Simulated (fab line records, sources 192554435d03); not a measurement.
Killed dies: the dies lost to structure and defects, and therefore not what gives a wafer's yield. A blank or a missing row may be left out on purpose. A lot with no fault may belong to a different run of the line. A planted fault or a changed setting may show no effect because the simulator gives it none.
A struck lot beside a sound one	flow n5-finfet	38 steps out of a route of 1938
Sound: these wafers, L799.1, L799.2, L799.3. Struck: wafer L802.1. (L802.2, L802.3 of the same lot were not struck and are left out.) The cause comes at the end.
Each step with rows lists, per side, the tool, then ch with its chambers, then its first start. Under that, the readings that differ: sound wafers	struck wafers	difference of the means	sigmas: that difference in standard deviations of wafers without a fault.
alike: same words and numbers on both sides, and readings whose means sit less than 2 such deviations apart. not compared: any withheld reading, any reading some wafer has no value for, any bound like >300 that may hide the same value, and any number with overlapping values for which the record gives no deviation.
Wherever a step has rows on one side only, a row that says differs or no value, or a row with sigmas, the two part there. Numbers that don't overlap but have no deviation are shown without sigmas and don't part them. A reading missing from all wafers of one side parts the sides only when that side holds two or more wafers.

first, 9 steps without rows for these wafers: N5_BEOL_M0_CUTY_EXPOSE_54 (exposes mask M0 ABLK); N5_BEOL_M0_CUTY_PEB_55 (peb time 60 s); N5_BEOL_M0_CUTY_DEVELOP_56 (develop time 30 s); N5_BEOL_M0_CUTY_DESCUM_61 (chemistry O2, time 7.9 s); N5_BEOL_M0_CUTY_ETCH_62 (etches SiARC in CF4, time 58.5 s); N5_BEOL_M0_CUTY_ETCH_63 (etches SOC in N2/H2, target depth 82.7 nm, overetch 16.5 nm, time 124 s); N5_BEOL_M0_CUTY_STRIP_64 (strips in N2/H2); N5_BEOL_M0_ETCH_138 (etches SiCN in CH3F/O2, target depth 12 nm, time 31.6 s); N5_BEOL_M0_HM_OPEN_105 (chemistry Cl2/BCl3, target TiN, target depth 12 nm).
N5_BEOL_M0_STRIP_140: strips in CF4.
  sound on rie-diel-02 ch 0,2,3, day 6 11:58; struck on rie-diel-02 ch 2, day 7 03:26
reading	sound	struck	difference	sigmas
rf-hours-counter-h (h)	163 144 161	168	+12	
rf-vpp-V (V)	270.6 270.3 272.1	267.1	-3.9	-2
  alike: drypump-motor-current-A, oes-product-au, showerhead-plenum-p-Torr, throttle-valve-pct
then, 27 steps without rows for these wafers: N5_BEOL_M0_STRIP_104 (strips in N2/H2); N5_BEOL_M0_WET_ETCH_106 (etches SiO2 in DHF, target depth 130 nm, rinse time 30 s); N5_BEOL_M0_ETCH_128 (etches SiCN in CF4/N2, target depth 12 nm, overetch 5.1 nm, time 21.4 s); N5_BEOL_M0_TRENCH_ETCH_107 (etches SiOC in C4F6/O2, target depth 32.8 nm, time 16.4 s); N5_BEOL_M0_STRIP_142 (strips in N2/H2, time 10 s); N5_BEOL_M0_HM_STRIP_129 (strips TiN in peroxide tin strip, target depth 17 nm, time 108 s); N5_BEOL_M0_SRD_130 (time 30 s); N5_BEOL_M0_ETCH_109 (etches SiCN in CH3F/O2, target depth 8 nm, overetch 2.4 nm, time 27.4 s); N5_BEOL_M0_STRIP_139 (strips in post etch residue remover, time 60 s); N5_BEOL_M0_SRD_111 (time 30 s); N5_BEOL_M0_DEGAS_112 (time 60 s); N5_BEOL_M0_PRE_CLEAN_113 (time 30 s); N5_BEOL_M0_ALD_136 (deposits TaN, pulse time 2 s, purge time 3 s, co reactant purge time 2 s); N5_BEOL_M0_SURFACE_TREAT_137; N5_BEOL_M0_CVD_115 (deposits Co from CCTBA/H2, time 120 s); N5_BEOL_M0_SPUTTER_116 (material Cu, target thk 4 nm, time 7.37 s); N5_BEOL_M0_ANNEAL_117 (time 60 s); N5_BEOL_M0_SPUTTER_132 (material Cu, target thk 4 nm, time 7.37 s); N5_BEOL_M0_ANNEAL_133 (time 60 s); N5_BEOL_M0_SPUTTER_134 (material Cu, target thk 4 nm, time 7.37 s); N5_BEOL_M0_ANNEAL_135 (time 60 s); N5_BEOL_M0_SPUTTER_141 (material Cu, target thk 4 nm, time 7.37 s); N5_BEOL_M0_ECD_118 (material Cu, target thk 300 nm); N5_BEOL_M0_ANNEAL_119 (time 90 s); N5_BEOL_M0_CMP_120 (polishes, stops on SiOC, t overpolish 6.9 s); N5_BEOL_M0_PRE_CLEAN_131 (time 15 s); N5_BEOL_M0_CO_CAP_123 (material Co, precursor CCTBA/H2, target thk 2 nm, time 102.1 s).
-- record jumps: 6 days separate the struck wafers' starts on either side; left off in module BEOL_M0, taken up again in module PASSIVATION, whose first shown step is the route's number 1936 --
N5_PASSIVATION_PROBE_49:
  rows exist in the record for the struck wafers here (prober-01, day 13 02:31), but not for the sound ones

## WHERE THEY PART
Earliest at N5_BEOL_M0_STRIP_140; latest, in this record, at N5_PASSIVATION_PROBE_49.

WHY: what the simulator had put in
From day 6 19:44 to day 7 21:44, rie-diel-02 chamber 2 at N5_BEOL_M0_STRIP_140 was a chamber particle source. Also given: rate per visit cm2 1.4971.
